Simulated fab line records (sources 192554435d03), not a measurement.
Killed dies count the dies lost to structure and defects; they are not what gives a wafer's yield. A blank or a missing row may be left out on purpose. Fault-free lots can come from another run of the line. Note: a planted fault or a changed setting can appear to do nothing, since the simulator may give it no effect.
fab line records :: flow n5_finfet :: part 2 of 2: steps 22 to 29 of 29
record
  lots=5
  wafers=15
  last_day=16
route steps=1938 shown FIN_SAQP@100
lots untouched by any fault: they come from a run of this same line in which no faults occurred
start_h: start of the lot's first displayed wafer, in hours after the record's first day :: wait_h: how many hours have passed since the lot's step before this one :: " unchanged from the row above :: L1.1+2: a single row standing in for several wafers :: - either no value or no given start :: * or withheld: withheld :: < > ~ a bound
route shown NAME@n: names a module that has steps shown in the file, with the first one's number in the route :: usual: mean and standard deviation over wafers with no fault :: same: alike in all rows :: chamber/n: place in a boat :: sites: each site's reading :: _std_site: the standard deviation of these :: _edge_site: the outer-site mean with the inner-site mean subtracted :: radius_mm: for every site, how far away it sits from the centre of the wafer :: mask NAME#n: copy n :: behind: the tool/chamber that last shaped the wafer :: hold: what put the lot on hold/how long, in hours/how the hold closed :: device: the transistor (n, p or np) that didn't switch :: end of line: tests of these same wafers at the route's end :: for a step that has no rows: nothing shown but its recipe :: killed: dies that structure and defects cost at the first sort, which is not the same as the wafer's yield :: map: per-die view of a wafer (x killed, . not killed, _ where there is no die)
set.NAME: setting as actually run; set.NAME@STEP: the setting as run at that earlier step :: model.NAME: the simulator's own value behind a step, which no gauge read
certain route steps with their lots: each step a table, each wafer a row
services: from which hour (start_h, from the record's first day; less than 0 if before it) a tool's chamber was out of use, for how many hours, and why
## steps
# step N5_FIN_SAQP_STRIP_55
# recipe
  chemistry=N2/H2
  power_w=500
  temp_c=40
  pressure_mtorr=50
  rf_frequency_hz=6e+07
  overash_fraction=0.3
  bias_power_w=28
  h2_frac=0.5
  n2_flow_sccm=300
  h2_flow_sccm=300
# usual
  drypump_motor_current_A=5.4/0.48
  h2_flow_sccm=300.0/0.9
  oes_product_au=0.79/0.073
  rf_vpp_V=121.9/1.5
  showerhead_plenum_p_Torr=3.36/0.11
  throttle_valve_pct=19.0/0.33
lot.wafer: L074.1
tool: rie_diel-06
chamber: 0
start_h: 22.04
wait_h: 0.2
drypump_motor_current_A: 5.0
h2_flow_sccm: 300.5
oes_product_au: 0.77
rf_hours_counter_h: 136
rf_vpp_V: 123.7
showerhead_plenum_p_Torr: 3.51
throttle_valve_pct: 19.4

lot.wafer: L074.4
tool: rie_diel-06
chamber: 1
start_h: 22.04
wait_h: 0.2
drypump_motor_current_A: 5.4
h2_flow_sccm: 298.8
oes_product_au: 0.86
rf_hours_counter_h: 49
rf_vpp_V: 120.7
showerhead_plenum_p_Torr: 3.40
throttle_valve_pct: 18.8

lot.wafer: L074.6
tool: rie_diel-06
chamber: 3
start_h: 22.04
wait_h: 0.2
drypump_motor_current_A: 4.9
h2_flow_sccm: 300.9
oes_product_au: 0.91
rf_hours_counter_h: -
rf_vpp_V: 121.3
showerhead_plenum_p_Torr: 3.31
throttle_valve_pct: 19.1

lot.wafer: L082.2
tool: rie_diel-06
chamber: 3
start_h: 70.30
wait_h: 0.2
drypump_motor_current_A: 4.9
h2_flow_sccm: 299.3
oes_product_au: 0.88
rf_hours_counter_h: 40
rf_vpp_V: 121.7
showerhead_plenum_p_Torr: 3.30
throttle_valve_pct: 19.1

lot.wafer: L082.4
tool: rie_diel-06
chamber: 1
start_h: 70.30
wait_h: 0.2
drypump_motor_current_A: 5.4
h2_flow_sccm: 298.5
oes_product_au: 0.83
rf_hours_counter_h: 65
rf_vpp_V: 122.3
showerhead_plenum_p_Torr: 3.39
throttle_valve_pct: 18.8

lot.wafer: L082.5
tool: rie_diel-06
chamber: 0
start_h: 70.30
wait_h: 0.2
drypump_motor_current_A: 5.1
h2_flow_sccm: 299.4
oes_product_au: 0.76
rf_hours_counter_h: -
rf_vpp_V: 122.8
showerhead_plenum_p_Torr: 3.50
throttle_valve_pct: 19.4

lot.wafer: L084.1
tool: rie_diel-06
chamber: 2
start_h: 83.11
wait_h: 0.3
drypump_motor_current_A: 5.2
h2_flow_sccm: 300.8
oes_product_au: 0.84
rf_hours_counter_h: 78
rf_vpp_V: 120.4
showerhead_plenum_p_Torr: 3.28
throttle_valve_pct: 19.2

lot.wafer: L084.3
tool: rie_diel-06
chamber: 0
start_h: 83.11
wait_h: 0.3
drypump_motor_current_A: 5.1
h2_flow_sccm: 299.8
oes_product_au: 0.75
rf_hours_counter_h: 160
rf_vpp_V: 124.1
showerhead_plenum_p_Torr: 3.49
throttle_valve_pct: 19.4

lot.wafer: L084.4
tool: rie_diel-06
chamber: 3
start_h: 83.11
wait_h: 0.3
drypump_motor_current_A: 4.9
h2_flow_sccm: 300.4
oes_product_au: 0.86
rf_hours_counter_h: 45
rf_vpp_V: 122.6
showerhead_plenum_p_Torr: 3.30
throttle_valve_pct: 19.2

lot.wafer: L087.2
tool: rie_diel-03
chamber: 3
start_h: 100.13
wait_h: 0.1
drypump_motor_current_A: 5.8
h2_flow_sccm: 300.6
oes_product_au: 0.69
rf_hours_counter_h: 245
rf_vpp_V: 124.2
showerhead_plenum_p_Torr: 3.42
throttle_valve_pct: 19.1

lot.wafer: L087.4
tool: rie_diel-03
chamber: 2
start_h: 100.13
wait_h: 0.1
drypump_motor_current_A: 5.8
h2_flow_sccm: 300.1
oes_product_au: 0.73
rf_hours_counter_h: 181
rf_vpp_V: 122.4
showerhead_plenum_p_Torr: 3.21
throttle_valve_pct: 19.1

lot.wafer: L087.6
tool: rie_diel-03
chamber: 3
start_h: 100.13
wait_h: 0.1
drypump_motor_current_A: 5.8
h2_flow_sccm: 301.3
oes_product_au: 0.69
rf_hours_counter_h: -
rf_vpp_V: 121.5
showerhead_plenum_p_Torr: 3.42
throttle_valve_pct: 19.1

lot.wafer: L094.1
tool: rie_diel-03
chamber: 3
start_h: 142.64
wait_h: 0.1
drypump_motor_current_A: 5.8
h2_flow_sccm: 301.9
oes_product_au: 1.00
rf_hours_counter_h: 2
rf_vpp_V: 123.4
showerhead_plenum_p_Torr: 3.42
throttle_valve_pct: 18.8

lot.wafer: L094.5
tool: rie_diel-03
chamber: 3
start_h: 142.64
wait_h: 0.1
drypump_motor_current_A: 5.8
h2_flow_sccm: 302.1
oes_product_au: 1.02
rf_hours_counter_h: -
rf_vpp_V: 122.6
showerhead_plenum_p_Torr: 3.42
throttle_valve_pct: 18.8

lot.wafer: L094.6
tool: rie_diel-03
chamber: 0
start_h: 142.64
wait_h: 0.1
drypump_motor_current_A: 6.3
h2_flow_sccm: 300.3
oes_product_au: 0.71
rf_hours_counter_h: -
rf_vpp_V: 120.2
showerhead_plenum_p_Torr: 3.47
throttle_valve_pct: 19.3
# step N5_FIN_SAQP_STRIP_23
# recipe
  chemistry=SPM
  time_s=750
  temp_c=130
  h2so4_h2o2_vol_ratio=4
# usual
  bath_guard_temp_C=130.0/0.66
lot.wafer: L074.1
tool: wet_bench-05
chamber: 5
start_h: 22.11
wait_h: -
bath_guard_temp_C: 129.2

lot.wafer: L074.4
tool: wet_bench-05
chamber: 7
start_h: 22.11
wait_h: -
bath_guard_temp_C: 130.3

lot.wafer: L074.6
tool: wet_bench-05
chamber: 6
start_h: 22.11
wait_h: -
bath_guard_temp_C: 129.0

lot.wafer: L082.2
tool: wet_bench-06
chamber: 7
start_h: 70.36
wait_h: -
bath_guard_temp_C: 129.4

lot.wafer: L082.4
tool: wet_bench-06
chamber: 4
start_h: 70.36
wait_h: -
bath_guard_temp_C: 129.9

lot.wafer: L082.5
tool: wet_bench-06
chamber: 1
start_h: 70.36
wait_h: -
bath_guard_temp_C: 129.4

lot.wafer: L084.1
tool: wet_bench-03
chamber: 5
start_h: 83.18
wait_h: -
bath_guard_temp_C: 129.4

lot.wafer: L084.3
tool: wet_bench-03
chamber: 4
start_h: 83.18
wait_h: -
bath_guard_temp_C: 130.1

lot.wafer: L084.4
tool: wet_bench-03
chamber: 2
start_h: 83.18
wait_h: -
bath_guard_temp_C: 129.6

lot.wafer: L087.2
tool: wet_bench-05
chamber: 5
start_h: 100.19
wait_h: -
bath_guard_temp_C: 129.4

lot.wafer: L087.4
tool: wet_bench-05
chamber: 4
start_h: 100.19
wait_h: -
bath_guard_temp_C: 130.5

lot.wafer: L087.6
tool: wet_bench-05
chamber: 3
start_h: 100.19
wait_h: -
bath_guard_temp_C: 131.0

lot.wafer: L094.1
tool: wet_bench-03
chamber: 1
start_h: 142.71
wait_h: -
bath_guard_temp_C: 129.0

lot.wafer: L094.5
tool: wet_bench-03
chamber: 6
start_h: 142.71
wait_h: -
bath_guard_temp_C: 130.7

lot.wafer: L094.6
tool: wet_bench-03
chamber: 7
start_h: 142.71
wait_h: -
bath_guard_temp_C: 129.8
# step N5_FIN_SAQP_SRD_66
# recipe
  dry=ipa_marangoni
  time_s=30
  temp_c=23
  rinse_liquid=diw
lot.wafer: L074.1+4+6
tool: wet_bench-05
chamber: 5,7,6
start_h: 22.32
wait_h: 0.0

lot.wafer: L082.2+4+5
tool: wet_bench-06
chamber: 7,4,1
start_h: 70.57
wait_h: 0.0

lot.wafer: L084.1+3+4
tool: wet_bench-03
chamber: 5,4,2
start_h: 83.38
wait_h: 0.0

lot.wafer: L087.2+4+6
tool: wet_bench-05
chamber: 5,4,3
start_h: 100.40
wait_h: 0.0

lot.wafer: L094.1+5+6
tool: wet_bench-03
chamber: 1,6,7
start_h: 142.92
wait_h: 0.0
# step N5_FIN_SAQP_RECESS_75
# recipe
  chemistry=HF/NH3
  target=SiO2
  target_depth_a=144
  afs_cycles=3
  temp_c=30
  sublimation_temp_c=180
  sublimation_time_s=60
# usual
  drypump_motor_current_A=5.50/0.24
  foreline_p_Torr=0.1280/0.00033
# same
  sublimation_time_s=60
lot.wafer: L074.1
tool: vapor_etch-01
chamber: 1
start_h: 22.37
wait_h: 0.0
drypump_motor_current_A: 5.48
foreline_p_Torr: 0.1281

lot.wafer: L074.4
tool: vapor_etch-01
chamber: 1
start_h: 22.37
wait_h: 0.0
drypump_motor_current_A: 5.48
foreline_p_Torr: 0.1281

lot.wafer: L074.6
tool: vapor_etch-01
chamber: 1
start_h: 22.37
wait_h: 0.0
drypump_motor_current_A: 5.48
foreline_p_Torr: 0.1278

lot.wafer: L082.2
tool: vapor_etch-02
chamber: 1
start_h: 70.62
wait_h: 0.0
drypump_motor_current_A: 5.31
foreline_p_Torr: 0.1282

lot.wafer: L082.4
tool: vapor_etch-02
chamber: 1
start_h: 70.62
wait_h: 0.0
drypump_motor_current_A: 5.29
foreline_p_Torr: 0.1278

lot.wafer: L082.5
tool: vapor_etch-02
chamber: 0
start_h: 70.62
wait_h: 0.0
drypump_motor_current_A: 5.94
foreline_p_Torr: 0.1280

lot.wafer: L084.1
tool: vapor_etch-02
chamber: 0
start_h: 83.43
wait_h: 0.0
drypump_motor_current_A: 5.93
foreline_p_Torr: 0.1276

lot.wafer: L084.3
tool: vapor_etch-02
chamber: 0
start_h: 83.43
wait_h: 0.0
drypump_motor_current_A: 5.91
foreline_p_Torr: 0.1282

lot.wafer: L084.4
tool: vapor_etch-02
chamber: 1
start_h: 83.43
wait_h: 0.0
drypump_motor_current_A: 5.31
foreline_p_Torr: 0.1270

lot.wafer: L087.2
tool: vapor_etch-02
chamber: 1
start_h: 100.45
wait_h: 0.0
drypump_motor_current_A: 5.31
foreline_p_Torr: 0.1279

lot.wafer: L087.4
tool: vapor_etch-02
chamber: 1
start_h: 100.45
wait_h: 0.0
drypump_motor_current_A: 5.29
foreline_p_Torr: 0.1284

lot.wafer: L087.6
tool: vapor_etch-02
chamber: 1
start_h: 100.45
wait_h: 0.0
drypump_motor_current_A: 5.32
foreline_p_Torr: 0.1287

lot.wafer: L094.1
tool: vapor_etch-02
chamber: 1
start_h: 142.96
wait_h: 0.0
drypump_motor_current_A: 5.31
foreline_p_Torr: 0.1287

lot.wafer: L094.5
tool: vapor_etch-02
chamber: 0
start_h: 142.96
wait_h: 0.0
drypump_motor_current_A: 5.90
foreline_p_Torr: 0.1288

lot.wafer: L094.6
tool: vapor_etch-02
chamber: 1
start_h: 142.96
wait_h: 0.0
drypump_motor_current_A: 5.30
foreline_p_Torr: 0.1285
# step N5_FIN_SAQP_SPACER1_ALD_24
# recipe
  material=SiO2
  target_thk_a=203
  temp_c=300
  ald_precursor_family=BDEAS
  ald_co_reactant=O2-plasma
  pulse_time_s=1
  purge_time_s=2
  co_reactant_purge_time_s=2
  ald_cycles=218
  pressure_torr=2
# usual
  heater_power_w=492/50
  precursor_pulse_height_rel=1.001/0.02
lot.wafer: L074.1
tool: ald_sin-01
chamber: 3
start_h: 22.75
wait_h: 0.3
heater_power_w: 482
precursor_pulse_height_rel: 0.992

lot.wafer: L074.4
tool: ald_sin-01
chamber: 1
start_h: 22.75
wait_h: 0.3
heater_power_w: 488
precursor_pulse_height_rel: 0.986

lot.wafer: L074.6
tool: ald_sin-01
chamber: 3
start_h: 22.75
wait_h: 0.3
heater_power_w: 487
precursor_pulse_height_rel: 1.032

lot.wafer: L082.2
tool: ald_sin-04
chamber: 3
start_h: 71.00
wait_h: 0.3
heater_power_w: 600
precursor_pulse_height_rel: 0.998

lot.wafer: L082.4
tool: ald_sin-04
chamber: 0
start_h: 71.00
wait_h: 0.3
heater_power_w: 387
precursor_pulse_height_rel: 0.984

lot.wafer: L082.5
tool: ald_sin-04
chamber: 1
start_h: 71.00
wait_h: 0.3
heater_power_w: 451
precursor_pulse_height_rel: 1.005

lot.wafer: L084.1
tool: ald_sin-03
chamber: 3
start_h: 83.82
wait_h: 0.3
heater_power_w: 470
precursor_pulse_height_rel: 1.014

lot.wafer: L084.3
tool: ald_sin-03
chamber: 0
start_h: 83.82
wait_h: 0.3
heater_power_w: 477
precursor_pulse_height_rel: 1.023

lot.wafer: L084.4
tool: ald_sin-03
chamber: 1
start_h: 83.82
wait_h: 0.3
heater_power_w: 470
precursor_pulse_height_rel: 1.015

lot.wafer: L087.2
tool: ald_sin-03
chamber: 0
start_h: 100.83
wait_h: 0.3
heater_power_w: 473
precursor_pulse_height_rel: 1.005

lot.wafer: L087.4
tool: ald_sin-03
chamber: 2
start_h: 100.83
wait_h: 0.3
heater_power_w: 521
precursor_pulse_height_rel: 1.014

lot.wafer: L087.6
tool: ald_sin-03
chamber: 0
start_h: 100.83
wait_h: 0.3
heater_power_w: 468
precursor_pulse_height_rel: 0.999

lot.wafer: L094.1
tool: ald_sin-04
chamber: 0
start_h: 143.68
wait_h: 0.6
heater_power_w: 403
precursor_pulse_height_rel: 1.008

lot.wafer: L094.5
tool: ald_sin-04
chamber: 0
start_h: 143.68
wait_h: 0.6
heater_power_w: 399
precursor_pulse_height_rel: 0.983

lot.wafer: L094.6
tool: ald_sin-04
chamber: 3
start_h: 143.68
wait_h: 0.6
heater_power_w: 597
precursor_pulse_height_rel: 0.955
# step N5_FIN_SAQP_SPACER1_ETCHBACK_25
# recipe
  chemistry=CHF3/O2
  mode=anisotropic_etchback
  target=SiO2
  target_depth_a=244
  time_s=12.2
  pressure_mtorr=30
  source_w=650
  bias_w=170
  Ar_flow_sccm=200
  CHF3_flow_sccm=50
  O2_flow_sccm=5
  ion_energy_ev=200
# usual
  O2_flow_sccm=4.999/0.014
  drypump_motor_current_A=5.4/0.48
  oes_product_au=0.79/0.07
  rf_vpp_V=526/6.4
  showerhead_plenum_p_Torr=2.41/0.077
  throttle_valve_pct=18.88/0.24
lot.wafer: L074.1
tool: rie_diel-06
chamber: 3
start_h: 23.55
wait_h: 0.5
O2_flow_sccm: 5.013
drypump_motor_current_A: 4.9
oes_product_au: 0.89
rf_hours_counter_h: 21
rf_vpp_V: 532
showerhead_plenum_p_Torr: 2.35
throttle_valve_pct: 18.42

lot.wafer: L074.4
tool: rie_diel-06
chamber: 1
start_h: 23.55
wait_h: 0.5
O2_flow_sccm: 5.003
drypump_motor_current_A: 5.4
oes_product_au: 0.86
rf_hours_counter_h: 50
rf_vpp_V: 533
showerhead_plenum_p_Torr: 2.46
throttle_valve_pct: 18.83

lot.wafer: L074.6
tool: rie_diel-06
chamber: 3
start_h: 23.55
wait_h: 0.5
O2_flow_sccm: 5.017
drypump_motor_current_A: 4.9
oes_product_au: 0.90
rf_hours_counter_h: -
rf_vpp_V: 533
showerhead_plenum_p_Torr: 2.35
throttle_valve_pct: 18.41

lot.wafer: L082.2
tool: rie_diel-03
chamber: 0
start_h: 71.72
wait_h: 0.4
O2_flow_sccm: 4.991
drypump_motor_current_A: 6.3
oes_product_au: 0.73
rf_hours_counter_h: 186
rf_vpp_V: 527
showerhead_plenum_p_Torr: 2.49
throttle_valve_pct: 19.05

lot.wafer: L082.4
tool: rie_diel-03
chamber: 3
start_h: 71.72
wait_h: 0.4
O2_flow_sccm: 4.969
drypump_motor_current_A: 5.8
oes_product_au: 0.69
rf_hours_counter_h: 235
rf_vpp_V: 528
showerhead_plenum_p_Torr: 2.47
throttle_valve_pct: 19.18

lot.wafer: L082.5
tool: rie_diel-03
chamber: 3
start_h: 71.72
wait_h: 0.4
O2_flow_sccm: 5.014
drypump_motor_current_A: 5.8
oes_product_au: 0.68
rf_hours_counter_h: -
rf_vpp_V: 529
showerhead_plenum_p_Torr: 2.47
throttle_valve_pct: 19.17

lot.wafer: L084.1
tool: rie_diel-03
chamber: 3
start_h: 84.53
wait_h: 0.4
O2_flow_sccm: 4.984
drypump_motor_current_A: 5.8
oes_product_au: 0.68
rf_hours_counter_h: 238
rf_vpp_V: 528
showerhead_plenum_p_Torr: 2.47
throttle_valve_pct: 19.18

lot.wafer: L084.3
tool: rie_diel-03
chamber: 1
start_h: 84.53
wait_h: 0.4
O2_flow_sccm: 5.021
drypump_motor_current_A: 4.8
oes_product_au: 0.85
rf_hours_counter_h: 64
rf_vpp_V: 524
showerhead_plenum_p_Torr: 2.36
throttle_valve_pct: 18.56

lot.wafer: L084.4
tool: rie_diel-03
chamber: 0
start_h: 84.53
wait_h: 0.4
O2_flow_sccm: 5.008
drypump_motor_current_A: 6.3
oes_product_au: 0.73
rf_hours_counter_h: 190
rf_vpp_V: 525
showerhead_plenum_p_Torr: 2.49
throttle_valve_pct: 19.07

lot.wafer: L087.2
tool: rie_diel-06
chamber: 2
start_h: 101.73
wait_h: 0.6
O2_flow_sccm: 4.997
drypump_motor_current_A: 5.2
oes_product_au: 0.84
rf_hours_counter_h: 84
rf_vpp_V: 530
showerhead_plenum_p_Torr: 2.33
throttle_valve_pct: 18.91

lot.wafer: L087.4
tool: rie_diel-06
chamber: 3
start_h: 101.73
wait_h: 0.6
O2_flow_sccm: 5.025
drypump_motor_current_A: 4.9
oes_product_au: 0.85
rf_hours_counter_h: 52
rf_vpp_V: 530
showerhead_plenum_p_Torr: 2.34
throttle_valve_pct: 18.46

lot.wafer: L087.6
tool: rie_diel-06
chamber: 1
start_h: 101.73
wait_h: 0.6
O2_flow_sccm: 4.978
drypump_motor_current_A: 5.4
oes_product_au: 0.82
rf_hours_counter_h: -
rf_vpp_V: 533
showerhead_plenum_p_Torr: 2.45
throttle_valve_pct: 18.88

lot.wafer: L094.1
tool: rie_diel-06
chamber: 1
start_h: 144.40
wait_h: 0.4
O2_flow_sccm: 5.003
drypump_motor_current_A: 5.4
oes_product_au: 0.81
rf_hours_counter_h: 90
rf_vpp_V: 532
showerhead_plenum_p_Torr: 2.44
throttle_valve_pct: 18.89

lot.wafer: L094.5
tool: rie_diel-06
chamber: 1
start_h: 144.40
wait_h: 0.4
O2_flow_sccm: 5.030
drypump_motor_current_A: 5.4
oes_product_au: 0.81
rf_hours_counter_h: -
rf_vpp_V: 533
showerhead_plenum_p_Torr: 2.44
throttle_valve_pct: 18.89

lot.wafer: L094.6
tool: rie_diel-06
chamber: 0
start_h: 144.40
wait_h: 0.4
O2_flow_sccm: 5.017
drypump_motor_current_A: 5.1
oes_product_au: 0.73
rf_hours_counter_h: -
rf_vpp_V: 513
showerhead_plenum_p_Torr: 2.49
throttle_valve_pct: 19.10
# step N5_FIN_SAQP_MANDREL1_REMOVE_56
# recipe
  chemistry=HBr/Cl2/O2
  bt_time_s=10
  target=a-Si
  stop_on=SiNx
  endpoint=OES-SiCl
  over_etch_frac=1
  icp_w=600
  bias_w=22
  HBr_flow_sccm=150
  Cl2_flow_sccm=80
  O2_flow_sccm=5
  pressure_mtorr=10
# usual
  O2_flow_sccm=4.998/0.014
  drypump_motor_current_A=5.9/0.54
  oes_product_au=1.000/0.019
  throttle_valve_pct=36.57/0.28
lot.wafer: L074.1
tool: rie_si-03
chamber: 0
start_h: 23.64
wait_h: 0.1
O2_flow_sccm: 4.986
drypump_motor_current_A: 5.2
oes_product_au: 0.973
rf_hours_counter_h: 196
throttle_valve_pct: 36.69

lot.wafer: L074.4
tool: rie_si-03
chamber: 2
start_h: 23.64
wait_h: 0.1
O2_flow_sccm: 5.004
drypump_motor_current_A: 6.6
oes_product_au: 1.001
rf_hours_counter_h: 153
throttle_valve_pct: 36.64

lot.wafer: L074.6
tool: rie_si-03
chamber: 0
start_h: 23.64
wait_h: 0.1
O2_flow_sccm: 5.002
drypump_motor_current_A: 5.2
oes_product_au: 0.976
rf_hours_counter_h: -
throttle_valve_pct: 36.68

lot.wafer: L082.2
tool: rie_si-03
chamber: 2
start_h: 71.81
wait_h: 0.1
O2_flow_sccm: 5.009
drypump_motor_current_A: 6.7
oes_product_au: 1.006
rf_hours_counter_h: 153
throttle_valve_pct: 36.62

lot.wafer: L082.4
tool: rie_si-03
chamber: 1
start_h: 71.81
wait_h: 0.1
O2_flow_sccm: 4.997
drypump_motor_current_A: 5.5
oes_product_au: 1.001
rf_hours_counter_h: 69
throttle_valve_pct: 36.51

lot.wafer: L082.5
tool: rie_si-03
chamber: 0
start_h: 71.81
wait_h: 0.1
O2_flow_sccm: 4.980
drypump_motor_current_A: 5.2
oes_product_au: 0.974
rf_hours_counter_h: -
throttle_valve_pct: 36.67

lot.wafer: L084.1
tool: rie_si-02
chamber: 2
start_h: 84.62
wait_h: 0.1
O2_flow_sccm: 5.006
drypump_motor_current_A: 6.1
oes_product_au: 0.964
rf_hours_counter_h: 23
throttle_valve_pct: 36.36

lot.wafer: L084.3
tool: rie_si-02
chamber: 1
start_h: 84.62
wait_h: 0.1
O2_flow_sccm: 5.023
drypump_motor_current_A: 6.3
oes_product_au: 1.005
rf_hours_counter_h: 3
throttle_valve_pct: 36.78

lot.wafer: L084.4
tool: rie_si-02
chamber: 0
start_h: 84.62
wait_h: 0.1
O2_flow_sccm: 4.966
drypump_motor_current_A: 5.8
oes_product_au: 0.983
rf_hours_counter_h: 132
throttle_valve_pct: 36.90

lot.wafer: L087.2
tool: rie_si-03
chamber: 2
start_h: 101.82
wait_h: 0.1
O2_flow_sccm: 5.012
drypump_motor_current_A: 6.7
oes_product_au: 1.011
rf_hours_counter_h: 154
throttle_valve_pct: 36.63

lot.wafer: L087.4
tool: rie_si-03
chamber: 0
start_h: 101.82
wait_h: 0.1
O2_flow_sccm: 4.997
drypump_motor_current_A: 5.2
oes_product_au: 0.974
rf_hours_counter_h: -
throttle_valve_pct: 36.68

lot.wafer: L087.6
tool: rie_si-03
chamber: 3
start_h: 101.82
wait_h: 0.1
O2_flow_sccm: 4.992
drypump_motor_current_A: 5.4
oes_product_au: 1.024
rf_hours_counter_h: -
throttle_valve_pct: 35.94

lot.wafer: L094.1
tool: rie_si-02
chamber: 1
start_h: 144.49
wait_h: 0.1
O2_flow_sccm: 4.964
drypump_motor_current_A: 6.3
oes_product_au: 1.000
rf_hours_counter_h: 4
throttle_valve_pct: 36.78

lot.wafer: L094.5
tool: rie_si-02
chamber: 0
start_h: 144.49
wait_h: 0.1
O2_flow_sccm: 5.015
drypump_motor_current_A: 5.8
oes_product_au: 0.986
rf_hours_counter_h: -
throttle_valve_pct: 36.90

lot.wafer: L094.6
tool: rie_si-02
chamber: 1
start_h: 144.49
wait_h: 0.1
O2_flow_sccm: 4.960
drypump_motor_current_A: 6.4
oes_product_au: 1.013
rf_hours_counter_h: -
throttle_valve_pct: 36.77
# step N5_FIN_SAQP_CD_MEAS_27
# recipe
  target_cd_nm=20
  landing_energy_ev=1000
  detector=se_inlens
  polarity=line
# usual
  cd_nm=20.32/0.22
lot.wafer: L074.1
tool: cd_sem-01
chamber: 0
start_h: 23.75
wait_h: 0.1
cd_nm: 20.31

lot.wafer: L074.4
tool: cd_sem-01
chamber: 0
start_h: 23.75
wait_h: 0.1
cd_nm: 20.50

lot.wafer: L074.6
tool: cd_sem-01
chamber: 0
start_h: 23.75
wait_h: 0.1
cd_nm: 20.29

lot.wafer: L082.2
tool: cd_sem-01
chamber: 0
start_h: 71.92
wait_h: 0.1
cd_nm: 20.41

lot.wafer: L082.4
tool: cd_sem-01
chamber: 0
start_h: 71.92
wait_h: 0.1
cd_nm: 20.55

lot.wafer: L082.5
tool: cd_sem-01
chamber: 0
start_h: 71.92
wait_h: 0.1
cd_nm: 20.30

lot.wafer: L084.1
tool: cd_sem-01
chamber: 0
start_h: 84.73
wait_h: 0.1
cd_nm: 20.24

lot.wafer: L084.3
tool: cd_sem-01
chamber: 0
start_h: 84.73
wait_h: 0.1
cd_nm: 19.83

lot.wafer: L084.4
tool: cd_sem-01
chamber: 0
start_h: 84.73
wait_h: 0.1
cd_nm: 20.30

lot.wafer: L087.2
tool: cd_sem-02
chamber: 0
start_h: 101.93
wait_h: 0.1
cd_nm: 20.62

lot.wafer: L087.4
tool: cd_sem-02
chamber: 0
start_h: 101.93
wait_h: 0.1
cd_nm: 20.36

lot.wafer: L087.6
tool: cd_sem-02
chamber: 0
start_h: 101.93
wait_h: 0.1
cd_nm: 20.26

lot.wafer: L094.1
tool: cd_sem-02
chamber: 0
start_h: 144.60
wait_h: 0.1
cd_nm: 20.45

lot.wafer: L094.5
tool: cd_sem-02
chamber: 0
start_h: 144.60
wait_h: 0.1
cd_nm: 20.62

lot.wafer: L094.6
tool: cd_sem-02
chamber: 0
start_h: 144.60
wait_h: 0.1
cd_nm: 20.20
## services
tool: arfi_scanner-02
chamber: -
start_h: -2.13
hours: 4.9
kind: pm

tool: pecvd-01
chamber: 0
start_h: 2.15
hours: 5.4
kind: repair

tool: rie_diel-06
chamber: 2
start_h: 2.24
hours: 10.3
kind: repair

tool: arfi_scanner-02
chamber: -
start_h: 7.62
hours: 8.7
kind: repair

tool: pecvd-03
chamber: 0
start_h: 10.49
hours: 3.3
kind: repair

tool: ald_sin-04
chamber: -
start_h: 13.26
hours: 0.6
kind: repair

tool: arfi_scanner-02
chamber: -
start_h: 16.62
hours: 1.3
kind: pm

tool: pecvd-01
chamber: 2
start_h: 27.75
hours: 3.1
kind: repair

tool: rie_si-01
chamber: 1
start_h: 38.15
hours: 1.3
kind: repair

tool: rie_diel-06
chamber: -
start_h: 54.77
hours: 0.3
kind: repair

tool: rie_diel-03
chamber: 2
start_h: 54.77
hours: 2.2
kind: repair

tool: pecvd-03
chamber: -
start_h: 62.01
hours: 2.6
kind: repair

tool: pecvd-01
chamber: -
start_h: 64.75
hours: 1.1
kind: repair

tool: rie_diel-01
chamber: 3
start_h: 68.92
hours: 12.7
kind: repair

tool: pecvd-01
chamber: -
start_h: 87.63
hours: 2.8
kind: pm

tool: rie_diel-06
chamber: -
start_h: 89.79
hours: 0.7
kind: repair

tool: rie_si-03
chamber: 1
start_h: 91.18
hours: 11.2
kind: repair

tool: pecvd-01
chamber: 2
start_h: 92.25
hours: 19.5
kind: repair

tool: pecvd-01
chamber: 0
start_h: 103.81
hours: 5.3
kind: repair

tool: rie_si-02
chamber: 3
start_h: 104.78
hours: 3.9
kind: repair

tool: pecvd-02
chamber: -
start_h: 136.08
hours: 14.6
kind: pm

tool: rie_diel-03
chamber: 2
start_h: 140.46
hours: 3.9
kind: repair

tool: pecvd-03
chamber: -
start_h: 141.25
hours: 0.5
kind: repair

tool: rie_si-03
chamber: 0
start_h: 141.89
hours: 4.0
kind: repair
